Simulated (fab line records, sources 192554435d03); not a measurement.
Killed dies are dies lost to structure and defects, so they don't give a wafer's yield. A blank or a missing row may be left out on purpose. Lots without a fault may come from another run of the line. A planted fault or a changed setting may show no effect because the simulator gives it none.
Which tool did it? | flow n5_finfet | 24 lots, 72 wafers sampled, at 6 steps of a route of 1938

WHAT THE GAUGES READ, wafer by wafer
N5_BEOL_M0_SAQP_CD_MEAS_14: target cd 42.5 nm.
lot  | measured     | on        | cd_nm (nm)
L074 | day 5 15:40  | cd_sem-03 | 43.1 42.6 43.1
L075 | day 5 21:25  | cd_sem-02 | 41.9 42.4 42.5
L076 | day 5 21:34  | cd_sem-03 | 42.0 42.7 42.2
L077 | day 6 05:33  | cd_sem-03 | 41.9 41.8 41.9
L078 | day 6 13:15  | cd_sem-03 | 42.7 42.1 42.5
L079 | day 6 16:59  | cd_sem-01 | 42.8 42.6 42.1
L080 | day 6 21:14  | cd_sem-01 | 42.4 42.3 42.3
L081 | day 7 04:50  | cd_sem-02 | 42.5 42.4 41.7
L083 | day 7 17:20  | cd_sem-02 | 42.6 42.5 42.8
L082 | day 7 21:15  | cd_sem-01 | 42.3 42.2 42.3
L084 | day 8 00:40  | cd_sem-01 | 43.0 42.8 42.8
L085 | day 8 03:56  | cd_sem-03 | 43.1 42.7 42.6
L086 | day 8 13:05  | cd_sem-02 | 42.5 42.6 42.5
L087 | day 8 21:10  | cd_sem-01 | 42.1 42.5 42.5
L089 | day 9 08:45  | cd_sem-03 | 41.8 42.2 42.0
L088 | day 9 12:52  | cd_sem-03 | 42.7 42.1 43.3
L090 | day 9 13:40  | cd_sem-01 | 42.7 42.6 42.4
L091 | day 9 22:41  | cd_sem-01 | 43.1 42.6 42.5
L092 | day 10 04:39 | cd_sem-02 | 42.2 41.9 42.4
L093 | day 10 07:29 | cd_sem-03 | 42.3 42.5 42.4
L094 | day 10 12:42 | cd_sem-03 | 42.3 42.8 42.9
L095 | day 10 22:20 | cd_sem-01 | 42.5 42.3 42.6
L096 | day 10 23:41 | cd_sem-02 | 42.6 42.3 42.2
L097 | day 11 04:44 | cd_sem-02 | 42.3 41.8 42.2

N5_BEOL_M0_CUTY_CD_MEAS_57: target cd 200 nm.
lot  | measured     | on        | cd_nm (nm)
L074 | day 5 20:52  | cd_sem-03 | 200.6 200.8 201.3
L075 | day 6 03:50  | cd_sem-02 | 199.4 200.2 198.8
L076 | day 6 04:28  | cd_sem-01 | 199.2 199.7 199.0
L077 | day 6 11:50  | cd_sem-03 | 200.4 201.0 201.5
L078 | day 6 18:58  | cd_sem-01 | 200.1 199.4 200.8
L079 | day 6 22:28  | cd_sem-03 | 198.8 199.2 199.9
L080 | day 7 03:12  | cd_sem-01 | 199.1 199.7 198.5
L081 | day 7 10:30  | cd_sem-01 | 200.4 200.7 201.0
L083 | day 7 22:53  | cd_sem-03 | 198.7 200.4 199.8
L082 | day 8 02:49  | cd_sem-03 | 201.0 201.3 201.6
L084 | day 8 07:08  | cd_sem-02 | 201.2 201.1 200.3
L085 | day 8 10:46  | cd_sem-02 | 199.2 199.5 199.5
L086 | day 8 18:27  | cd_sem-01 | 199.8 200.9 199.9
L087 | day 9 02:49  | cd_sem-02 | 201.3 201.7 201.6
L089 | day 9 15:14  | cd_sem-01 | 197.9 197.5 198.7
L088 | day 9 20:16  | cd_sem-02 | 200.8 201.1 202.5
L090 | day 9 22:01  | cd_sem-01 | 201.2 201.7 201.3
L091 | day 10 05:31 | cd_sem-02 | 200.3 199.1 198.6
L092 | day 10 10:29 | cd_sem-02 | 200.5 200.1 200.2
L093 | day 10 14:40 | cd_sem-03 | 200.7 200.7 201.2
L094 | day 10 20:14 | cd_sem-01 | 201.8 200.9 201.1
L095 | day 11 04:36 | cd_sem-03 | 197.0 197.8 198.1
L096 | day 11 05:26 | cd_sem-02 | 199.9 199.0 199.2
L097 | day 11 11:05 | cd_sem-03 | 200.2 200.5 199.5

WHICH TOOL RAN EACH LOT (tool, then ch and the chambers of the sampled wafers, then the start)
lot  | N5_BEOL_M0_SAQP_HM_DEP_02    | N5_BEOL_M0_SAQP_DESCUM_19          | N5_BEOL_M0_SAQP_STRIP_86           | N5_BEOL_M0_SAQP_SPACER2_ETCHBACK_27
L074 | pvd_sputter-02, day 5 14:51  | rie_diel-04 ch 1,2, day 5 15:46    | rie_diel-01 ch 0,2, day 5 16:08    | rie_diel-04 ch 0,2,3, day 5 18:56
L075 | pvd_sputter-01, day 5 20:43  | rie_diel-03 ch 2,3, day 5 21:37    | rie_diel-04 ch 1,3, day 5 22:07    | rie_diel-04 ch 0,1, day 6 01:22
L076 | pvd_sputter-03, day 5 20:44  | rie_diel-03 ch 0,2, day 5 21:52    | rie_diel-04 ch 1,3, day 5 22:15    | rie_diel-01 ch 0,3, day 6 01:52
L077 | pvd_sputter-01, day 6 04:38  | rie_diel-01 ch 0,2,3, day 6 05:38  | rie_diel-01 ch 2,3, day 6 06:01    | rie_diel-01 ch 0,3, day 6 08:58
L078 | pvd_sputter-03, day 6 12:26  | rie_diel-03 ch 0,2,3, day 6 13:20  | rie_diel-04 ch 0,1, day 6 13:47    | rie_diel-04 ch 0,1,3, day 6 16:37
L079 | pvd_sputter-03, day 6 16:17  | rie_diel-01 ch 0,2, day 6 17:16    | rie_diel-01 ch 0,3, day 6 17:39    | rie_diel-04 ch 0,2,3, day 6 20:23
L080 | pvd_sputter-03, day 6 20:25  | rie_diel-03 ch 1,2,3, day 6 21:25  | rie_diel-04 ch 1,2, day 6 21:47    | rie_diel-03 ch 1,2, day 7 01:08
L081 | pvd_sputter-02, day 7 04:01  | rie_diel-01 ch 0,2,3, day 7 05:11  | rie_diel-04 ch 0,1,2, day 7 05:40  | rie_diel-03 ch 0,2,3, day 7 08:34
L083 | pvd_sputter-01, day 7 16:31  | rie_diel-04 ch 0,1,2, day 7 17:25  | rie_diel-04 ch 1,2, day 7 17:47    | rie_diel-03 ch 0,1,3, day 7 20:47
L082 | pvd_sputter-01, day 7 20:34  | rie_diel-01 ch 2,3, day 7 21:20    | rie_diel-01 ch 0,3, day 7 21:49    | rie_diel-03 ch 1,2, day 8 00:44
L084 | pvd_sputter-02, day 7 23:58  | rie_diel-01 ch 0,1, day 8 00:45    | rie_diel-04 ch 1,2, day 8 01:08    | rie_diel-01 ch 0,2,3, day 8 03:58
L085 | pvd_sputter-02, day 8 03:07  | rie_diel-04 ch 1,2, day 8 04:01    | rie_diel-04 ch 1,2,3, day 8 04:23  | rie_diel-01 ch 0,3, day 8 08:43
L086 | pvd_sputter-02, day 8 12:23  | rie_diel-03 ch 0,3, day 8 13:10    | rie_diel-01 ch 0,2,3, day 8 13:32  | rie_diel-01 ch 1,3, day 8 16:17
L087 | pvd_sputter-03, day 8 20:20  | rie_diel-03 ch 0,2,3, day 8 21:34  | rie_diel-01 ch 0,2,3, day 8 22:07  | rie_diel-03 ch 0,1,2, day 9 00:53
L089 | pvd_sputter-03, day 9 07:56  | rie_diel-04 ch 2,3, day 9 08:52    | rie_diel-04 ch 0,2,3, day 9 09:14  | rie_diel-04 ch 0,1,3, day 9 12:18
L088 | pvd_sputter-01, day 9 12:10  | rie_diel-04 ch 2,3, day 9 13:42    | rie_diel-04 ch 0,1, day 9 14:13    | rie_diel-01 ch 0,1,2, day 9 18:02
L090 | pvd_sputter-03, day 9 12:50  | rie_diel-04 ch 0,2, day 9 14:51    | rie_diel-04 ch 1,3, day 9 15:13    | rie_diel-01 ch 0,1, day 9 20:05
L091 | pvd_sputter-03, day 9 21:53  | rie_diel-03 ch 0,2,3, day 9 23:01  | rie_diel-01 ch 0,2,3, day 9 23:35  | rie_diel-01 ch 0,2,3, day 10 03:18
L092 | pvd_sputter-02, day 10 03:50 | rie_diel-03 ch 0,3, day 10 04:44   | rie_diel-01 ch 0,1,2, day 10 05:07 | rie_diel-03 ch 2,3, day 10 08:10
L093 | pvd_sputter-02, day 10 06:43 | rie_diel-01 ch 1,2,3, day 10 07:59 | rie_diel-03 ch 1,2, day 10 08:22   | rie_diel-04 ch 0,1,3, day 10 12:44
L094 | pvd_sputter-02, day 10 11:53 | rie_diel-01 ch 0,2, day 10 12:50   | rie_diel-03 ch 1,2,3, day 10 13:13 | rie_diel-04 ch 0,1, day 10 18:10
L095 | pvd_sputter-03, day 10 21:32 | rie_diel-01 ch 0,1,3, day 10 22:41 | rie_diel-01 ch 0,1,2, day 10 23:04 | rie_diel-04 ch 0,1,2, day 11 02:11
L096 | pvd_sputter-02, day 10 22:59 | rie_diel-01 ch 0,2, day 10 23:46   | rie_diel-04 ch 1,2,3, day 11 00:08 | rie_diel-04 ch 0,1,3, day 11 03:13
L097 | pvd_sputter-02, day 11 03:55 | rie_diel-03 ch 2,3, day 11 05:10   | rie_diel-01 ch 1,2, day 11 05:42   | rie_diel-01 ch 0,1, day 11 09:09
- N5_BEOL_M0_SAQP_HM_DEP_02: deposits TiN, target thk 12 nm.
- N5_BEOL_M0_SAQP_DESCUM_19: chemistry O2, time 7.9 s.
- N5_BEOL_M0_SAQP_STRIP_86: strips in N2/H2.
- N5_BEOL_M0_SAQP_SPACER2_ETCHBACK_27: etches SiO2 in CHF3/O2, target depth 22.5 nm, time 11.25 s.

WHAT THE TOOLS THEMSELVES READ (means of the sampled wafers that have a number; where no wafer has one, the mark that the record gives instead)
N5_BEOL_M0_SAQP_HM_DEP_02.
lot  | tool           | throttle_valve_pct (%)
L074 | pvd_sputter-02 | 30.1
L075 | pvd_sputter-01 | 30.5
L076 | pvd_sputter-03 | 30.3
L077 | pvd_sputter-01 | 30.0
L078 | pvd_sputter-03 | 29.6
L079 | pvd_sputter-03 | 30.6
L080 | pvd_sputter-03 | 30.1
L081 | pvd_sputter-02 | 30.6
L083 | pvd_sputter-01 | 30.4
L082 | pvd_sputter-01 | 30.2
L084 | pvd_sputter-02 | 30.5
L085 | pvd_sputter-02 | 30.0
L086 | pvd_sputter-02 | 29.9
L087 | pvd_sputter-03 | 30.2
L089 | pvd_sputter-03 | 30.6
L088 | pvd_sputter-01 | 31.1
L090 | pvd_sputter-03 | 29.8
L091 | pvd_sputter-03 | 29.8
L092 | pvd_sputter-02 | 30.6
L093 | pvd_sputter-02 | 30.7
L094 | pvd_sputter-02 | 31.0
L095 | pvd_sputter-03 | 29.6
L096 | pvd_sputter-02 | 29.9
L097 | pvd_sputter-02 | 29.5

N5_BEOL_M0_SAQP_DESCUM_19.
lot  | tool        | drypump_motor_current_A (A) | oes_product_au (a.u.) | rf_vpp_V (V) | showerhead_plenum_p_Torr (Torr) | throttle_valve_pct (%)
L074 | rie_diel-04 | 5.9                         | 0.72                  | 242.7        | 2.12                            | 20.52
L075 | rie_diel-03 | 6.6                         | 0.76                  | 242.7        | 2.03                            | 20.45
L076 | rie_diel-03 | 6.5                         | 0.81                  | 243.5        | 2.08                            | 20.30
L077 | rie_diel-01 | 5.7                         | 0.82                  | 243.8        | 2.08                            | 20.28
L078 | rie_diel-03 | 6.5                         | 0.78                  | 242.5        | 2.06                            | 20.33
L079 | rie_diel-01 | 5.5                         | 0.78                  | 243.7        | 2.11                            | 20.34
L080 | rie_diel-03 | 6.1                         | 0.79                  | 243.2        | 2.07                            | 20.23
L081 | rie_diel-01 | 5.7                         | 0.80                  | 243.4        | 2.08                            | 20.29
L083 | rie_diel-04 | 5.5                         | 0.80                  | 244.0        | 2.14                            | 20.28
L082 | rie_diel-01 | 6.0                         | 0.83                  | 242.1        | 2.06                            | 20.24
L084 | rie_diel-01 | 5.1                         | 0.74                  | 241.5        | 2.03                            | 20.45
L085 | rie_diel-04 | 5.9                         | 0.86                  | 242.6        | 2.11                            | 20.25
L086 | rie_diel-03 | 6.4                         | 0.78                  | 244.0        | 2.09                            | 20.23
L087 | rie_diel-03 | 6.5                         | 0.76                  | 243.6        | 2.05                            | 20.36
L089 | rie_diel-04 | 6.6                         | 0.87                  | 242.9        | 2.06                            | 20.26
L088 | rie_diel-04 | 6.6                         | 0.84                  | 242.8        | 2.05                            | 20.31
L090 | rie_diel-04 | 6.1                         | 0.82                  | 243.0        | 2.10                            | 20.28
L091 | rie_diel-03 | 6.5                         | 0.76                  | 243.1        | 2.05                            | 20.36
L092 | rie_diel-03 | 6.4                         | 0.78                  | 243.2        | 2.08                            | 20.23
L093 | rie_diel-01 | 5.5                         | 0.75                  | 241.8        | 2.03                            | 20.29
L094 | rie_diel-01 | 5.3                         | 0.74                  | 243.1        | 2.08                            | 20.21
L095 | rie_diel-01 | 5.6                         | 0.77                  | 242.4        | 2.04                            | 20.45
L096 | rie_diel-01 | 5.5                         | 0.76                  | 244.2        | 2.10                            | 20.38
L097 | rie_diel-03 | 6.6                         | 0.74                  | 242.8        | 2.02                            | 20.50

N5_BEOL_M0_SAQP_STRIP_86.
lot  | tool        | drypump_motor_current_A (A) | n2_flow_sccm (sccm) | oes_product_au (a.u.) | rf_vpp_V (V) | showerhead_plenum_p_Torr (Torr) | throttle_valve_pct (%)
L074 | rie_diel-01 | 5.5                         | 299.9               | 0.80                  | 122.2        | 3.38                            | 18.6
L075 | rie_diel-04 | 6.1                         | 299.3               | 0.84                  | 121.6        | 3.36                            | 19.0
L076 | rie_diel-04 | 6.1                         | 299.5               | 0.84                  | 120.4        | 3.36                            | 19.0
L077 | rie_diel-01 | 5.6                         | 300.8               | 0.79                  | 120.8        | 3.34                            | 18.7
L078 | rie_diel-04 | 5.2                         | 300.6               | 0.73                  | 121.7        | 3.50                            | 18.8
L079 | rie_diel-01 | 5.9                         | 300.2               | 0.84                  | 121.0        | 3.35                            | 18.6
L080 | rie_diel-04 | 5.9                         | 301.5               | 0.90                  | 121.6        | 3.37                            | 18.4
L081 | rie_diel-04 | 5.5                         | 299.7               | 0.81                  | 122.5        | 3.43                            | 18.6
L083 | rie_diel-04 | 5.9                         | 300.2               | 0.87                  | 121.7        | 3.36                            | 18.5
L082 | rie_diel-01 | 6.2                         | 299.3               | 0.85                  | 120.7        | 3.32                            | 18.8
L084 | rie_diel-04 | 5.9                         | 300.5               | 0.86                  | 121.1        | 3.36                            | 18.5
L085 | rie_diel-04 | 6.0                         | 300.5               | 0.84                  | 120.9        | 3.35                            | 18.7
L086 | rie_diel-01 | 5.8                         | 300.6               | 0.80                  | 121.8        | 3.34                            | 18.7
L087 | rie_diel-01 | 5.8                         | 300.3               | 0.79                  | 121.5        | 3.34                            | 18.7
L089 | rie_diel-04 | 6.2                         | 300.3               | 0.82                  | 120.8        | 3.34                            | 18.7
L088 | rie_diel-04 | 4.9                         | 300.0               | 0.72                  | 123.3        | 3.49                            | 18.9
L090 | rie_diel-04 | 5.4                         | 300.9               | 0.76                  | 122.5        | 3.42                            | 19.0
L091 | rie_diel-01 | 5.7                         | 299.8               | 0.79                  | 122.6        | 3.34                            | 18.7
L092 | rie_diel-01 | 5.3                         | 299.3               | 0.73                  | 120.7        | 3.30                            | 18.9
L093 | rie_diel-03 | 5.7                         | 300.0               | 0.79                  | 121.9        | 3.33                            | 18.5
L094 | rie_diel-03 | 6.2                         | 300.3               | 0.76                  | 121.3        | 3.31                            | 18.9
L095 | rie_diel-01 | 5.2                         | 300.9               | 0.74                  | 122.1        | 3.30                            | 18.9
L096 | rie_diel-04 | 6.0                         | 300.2               | 0.80                  | 121.6        | 3.34                            | 18.8
L097 | rie_diel-01 | 5.0                         | 299.7               | 0.70                  | 121.2        | 3.23                            | 19.1

N5_BEOL_M0_SAQP_SPACER2_ETCHBACK_27.
lot  | tool        | bias_w (W) | drypump_motor_current_A (A) | oes_product_au (a.u.) | rf_vpp_V (V) | showerhead_plenum_p_Torr (Torr) | throttle_valve_pct (%)
L074 | rie_diel-04 | 169.9      | 6.2                         | 0.76                  | 538          | 2.40                            | 18.78
L075 | rie_diel-04 | 169.8      | 5.2                         | 0.74                  | 536          | 2.49                            | 18.71
L076 | rie_diel-01 | 170.2      | 6.1                         | 0.87                  | 517          | 2.39                            | 18.86
L077 | rie_diel-01 | 169.6      | 6.1                         | 0.87                  | 517          | 2.39                            | 18.86
L078 | rie_diel-04 | 169.7      | 5.6                         | 0.78                  | 536          | 2.45                            | 18.71
L079 | rie_diel-04 | 169.8      | 6.2                         | 0.85                  | 538          | 2.40                            | 18.65
L080 | rie_diel-03 | 169.3      | 6.2                         | 0.79                  | 505          | 2.36                            | 18.76
L081 | rie_diel-03 | 169.8      | 6.5                         | 0.76                  | 509          | 2.36                            | 18.80
L083 | rie_diel-03 | 170.5      | 6.0                         | 0.79                  | 515          | 2.41                            | 18.61
L082 | rie_diel-03 | 169.6      | 6.2                         | 0.79                  | 505          | 2.35                            | 18.77
L084 | rie_diel-01 | 169.4      | 5.7                         | 0.79                  | 522          | 2.41                            | 18.83
L085 | rie_diel-01 | 169.7      | 5.9                         | 0.82                  | 520          | 2.41                            | 18.95
L086 | rie_diel-01 | 170.7      | 5.9                         | 0.81                  | 517          | 2.35                            | 18.87
L087 | rie_diel-03 | 170.2      | 6.1                         | 0.80                  | 512          | 2.39                            | 18.67
L089 | rie_diel-04 | 170.4      | 5.6                         | 0.76                  | 536          | 2.44                            | 18.74
L088 | rie_diel-01 | 169.7      | 5.2                         | 0.74                  | 528          | 2.38                            | 18.88
L090 | rie_diel-01 | 170.7      | 5.4                         | 0.76                  | 527          | 2.38                            | 18.99
L091 | rie_diel-01 | 169.9      | 5.7                         | 0.78                  | 523          | 2.40                            | 18.85
L092 | rie_diel-03 | 170.3      | 6.5                         | 0.74                  | 503          | 2.32                            | 18.94
L093 | rie_diel-04 | 169.6      | 5.6                         | 0.75                  | 536          | 2.44                            | 18.75
L094 | rie_diel-04 | 170.2      | 4.9                         | 0.73                  | 534          | 2.49                            | 18.75
L095 | rie_diel-04 | 169.5      | 5.5                         | 0.76                  | 536          | 2.44                            | 18.70
L096 | rie_diel-04 | 170.2      | 5.6                         | 0.75                  | 537          | 2.43                            | 18.77
L097 | rie_diel-01 | 169.5      | 5.3                         | 0.76                  | 526          | 2.38                            | 19.01

THE ANSWER, worked out from the rows above alone
Rule: what is usual is taken from the lots themselves. Put in order of their means at a reading, lots are off if they are a third of the lots or fewer, leave a main group of 4 or more, and stand apart from it by a gap of 3 or more times the standard deviation of the main group's means; of several such gaps the widest counts. A main group whose means are all the same, to the digits that the tables above print for the reading, isn't used. A lot without any number at a reading at which 4 lots or more have one is off too. The other lots that the step has rows for count as sound. The gauges are gone through in route order, then the tools' own readings, and for those a lot's mean is taken as printed above. The first step at which some lot is off is used, and at that step the reading that is off furthest; a lot without a number counts as furthest.
No lot is off at any reading shown: from this, nothing can be told.

WHAT THE SIMULATOR HAD PUT IN
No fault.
